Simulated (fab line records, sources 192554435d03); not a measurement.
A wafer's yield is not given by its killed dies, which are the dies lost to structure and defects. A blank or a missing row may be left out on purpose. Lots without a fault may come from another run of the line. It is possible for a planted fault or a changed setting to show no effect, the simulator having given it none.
A lot that was struck, set against a sound lot ; flow n5_finfet ; 41 out of 1938 route steps
Sound: wafers L380.2, L380.3, L380.6. Struck: wafer L398.1. (L398.6 of the same lot was not struck and is left out.) The cause comes at the end.
For every step that has rows: the tool of each side, followed by ch and its chambers, followed by its first start. Under that, the readings that differ: sound wafers ; struck wafers ; difference of the means ; sigmas: that difference in standard deviations of wafers without a fault.
alike: same words and numbers on both sides, and readings whose means sit less than 2 such deviations apart. not compared: any withheld reading, any reading some wafer has no value for, any bound like >300 that may hide the same value, and any number with overlapping values for which the record gives no deviation.
Wherever a step has rows on one side only, a row that says differs or no value, or a row with sigmas, the two part there. Numbers that don't overlap but have no deviation are shown without sigmas and don't part them. A reading missing from all wafers of one side parts the sides only when that side holds two or more wafers.

first, 9 steps without rows for these wafers: N5_MOL_CONTACT_COAG_SPUTTER_130 (material Co, target thk 47.5 nm); N5_MOL_CONTACT_COAG_PRECLEAN_125 (cleans in DIW, time 57.5 s); N5_MOL_CONTACT_COAG_SRD_126 (dry time 32 s); N5_MOL_CONTACT_COAG_CMP_23 (polishes, stops on SiO2, t overpolish 1.5 s, target thk 0 nm); N5_MOL_CONTACT_COAG_WET_ETCH_26 (target Co, target depth 13 nm); N5_MOL_CONTACT_COAG_WET_ETCH_116 (etches the open film in SC1-inhibited, target depth 4.6 nm, rinse time 30 s); N5_MOL_CONTACT_COAG_ALD_27 (deposits SiOC, target thk 17 nm, pulse time 1.5 s, time 2720 s); N5_MOL_CONTACT_COAG_CMP_28 (polishes, stops on SiNx, t overpolish 0.85 s, target thk 14.522 nm); N5_MOL_CONTACT_COAG_ALD_123 (deposits SiNx, target thk 5 nm, pulse time 1 s, purge time 2 s).
N5_MOL_CONTACT_COAG_PECVD_31: deposits SiO2 from TEOS/O2, target thk 46 nm, time 8.9 s.
  sound on pecvd-04 ch 0,1,2, day 5 08:07; struck on pecvd-04 ch 0, day 9 18:45
reading;sound;struck;difference;sigmas
model.SiO2_of_MOL_CONTACT_COAG_PECVD_31.thk_nm (nm);45.4 44.8 45.6;70.2;+24.9;
  not compared: since_wet_clean_h
then, 19 steps without rows for these wafers: N5_MOL_CONTACT_COAG_COAT_75 (time 60 s, resist thk 60 nm); N5_MOL_CONTACT_COAG_COAT_76 (time 60 s, resist thk 10 nm); N5_MOL_CONTACT_COAG_COAT_77 (time 60 s, resist thk 10 nm); N5_MOL_CONTACT_COAG_COAT_78 (resist thk 40 nm); N5_MOL_CONTACT_COAG_EBR_80; N5_MOL_CONTACT_COAG_SOFTBAKE_79 (time 60 s); N5_MOL_CONTACT_COAG_EXPOSE_81 (exposes mask VG, defocus 0 nm); N5_MOL_CONTACT_COAG_PEB_82 (peb time 60 s); N5_MOL_CONTACT_COAG_DEVELOP_83 (develop time 30 s); N5_MOL_CONTACT_COAG_DESCUM_88 (chemistry O2, time 7 s); N5_MOL_CONTACT_COAG_ETCH_89 (etches underlayer in N2/H2, target depth 13 nm, time 10.4 s); N5_MOL_CONTACT_COAG_ETCH_90 (etches SiARC in CF4, target depth 13 nm, time 21.7 s); N5_MOL_CONTACT_COAG_ALD_131 (deposits SiO2, target thk 5 nm, pulse time 1 s, co reactant pulse time 1 s); N5_MOL_CONTACT_COAG_ETCHBACK_132 (etches SiO2 in CHF3, target depth 10 nm, time 6.7 s); N5_MOL_CONTACT_COAG_ETCH_91 (etches SOC in N2/H2, target depth 60 nm, overetch 21 nm, time 101.2 s); N5_MOL_CONTACT_COAG_STRIP_92 (strips in N2/H2); N5_MOL_CONTACT_COAG_STRIP_93 (strips in N2/H2); N5_MOL_CONTACT_COAG_ETCHBACK_135 (etches SiO2 in CHF3, target depth 25 nm, time 16.7 s); N5_MOL_CONTACT_COAG_STRIP_118 (strips in CHF3).
N5_MOL_CONTACT_COAG_VIA_ETCH_46: etches SiO2 in C4F6/O2, target depth 46 nm, overetch 9.2 nm, time 40 s.
  sound on rie_diel-04 ch 2,3, day 5 09:17; struck on rie_diel-06 ch 2, day 9 20:01
reading;sound;struck;difference;sigmas
oes_product_au (a.u.);0.73 0.64 0.64;0.83;+0.16;+2
model.etch.depth_nm (nm);45.37 44.73 45.57;57.3;+12.1;
  alike: drypump_motor_current_A, rf_vpp_V, showerhead_plenum_p_Torr, throttle_valve_pct
  not compared: rf_hours_counter_h
then, 1 step without rows for these wafers: N5_MOL_CONTACT_COAG_STRIP_96 (strips in N2/H2).
N5_MOL_CONTACT_COAG_ETCH_47: etches SiNx in CH3F/O2, stops on W, target depth 27 nm.
  sound on rie_diel-04 ch 2,3, day 5 09:23; struck on rie_diel-06 ch 2, day 9 20:07
reading;sound;struck;difference;sigmas
etch_rf_on_time_s (s);31.1 30.7 30.3;50.8;+20.1;+26
oes_product_au (a.u.);0.74 0.65 0.66;0.31;-0.37;-6
model.etch.over_etch_s (s);5.188 5.114 5.048;0;-5;
  alike: drypump_motor_current_A, rf_vpp_V, showerhead_plenum_p_Torr, throttle_valve_pct
  not compared: rf_hours_counter_h
then, 3 steps without rows for these wafers: N5_MOL_CONTACT_COAG_STRIP_119 (strips in N2/H2, time 30 s); N5_MOL_CONTACT_COAG_PRECLEAN_144 (cleans in alkaline clean, time 60 s); N5_MOL_CONTACT_COAG_SRD_145 (time 30 s).
N5_MOL_CONTACT_COAG_VIA_ETCH_117: etches SiO2 in C4F6/O2, target depth 40 nm, overetch 8 nm, time 26 s.
  sound on rie_diel-01 ch 0,1, day 5 10:50; struck on rie_diel-06 ch 0, day 9 21:44
reading;sound;struck;difference;sigmas
model.MOL_CONTACT_COAG.feature_depth_nm (nm);39.8 40.4 40.6;44;+4;
model.etch.depth_nm (nm);39.83 40.36 40.54;43.83;+3.59;
  alike: drypump_motor_current_A, oes_product_au, rf_vpp_V, showerhead_plenum_p_Torr, throttle_valve_pct
  not compared: rf_hours_counter_h
N5_MOL_CONTACT_COAG_ETCH_48: etches SiOC in C4F6/O2, target depth 15 nm, overetch 4.5 nm, time 17 s.
  sound on rie_diel-01 ch 0,1, day 5 10:55; struck on rie_diel-06 ch 0, day 9 21:48
reading;sound;struck;difference;sigmas
oes_product_au (a.u.);0.74 0.61 0.60;0.31;-0.34;-5
  alike: drypump_motor_current_A, rf_vpp_V, showerhead_plenum_p_Torr, throttle_valve_pct
  not compared: rf_hours_counter_h
N5_MOL_CONTACT_COAG_CMP_52: polishes, stops on SiO2, t overpolish 1.5 s, target thk 66.5 nm.
  sound on cmp-01 ch 0,2, day 5 11:41; struck on cmp-01 ch 1, day 9 22:37
reading;sound;struck;difference;sigmas
slurry_flow_ml_min;149.9 149.0 149.8;150.6;+1.0;+2
model.SiO2_of_MOL_CONTACT_COAG_PECVD_31.thk_nm (nm);43.2 42.6 43.6;68.2;+25.1;
  alike: motor_current_A, retaining_ring_pressure_frac
N5_MOL_CONTACT_COAG_THK_MEAS_53:
  sound on film_metro-02 at day 5 11:57; struck on film_metro-01 at day 9 22:50
reading;sound;struck;difference;sigmas
VIA_MOL_THK (nm);43.3 42.7 43.6;68.2;+25.0;+34
N5_BEOL_M4_RC_MEAS_101:
  the record has rows for the sound wafers here (prober-01 ch 0, day 8 00:54) and none for the struck ones
-- a jump in the record: the struck wafers' starts before and after are 7 days apart (it breaks off in module BEOL_M4 and resumes in module PASSIVATION, where the first step shown is number 1936 of the route) --
N5_PASSIVATION_PROBE_49:
  the record has rows for the struck wafers here (prober-02, day 17 07:03) and none for the sound ones

== WHERE THEY PART ==
At N5_MOL_CONTACT_COAG_VIA_ETCH_46 first; at N5_PASSIVATION_PROBE_49 last (within this record only).

WHY: what the simulator had put in
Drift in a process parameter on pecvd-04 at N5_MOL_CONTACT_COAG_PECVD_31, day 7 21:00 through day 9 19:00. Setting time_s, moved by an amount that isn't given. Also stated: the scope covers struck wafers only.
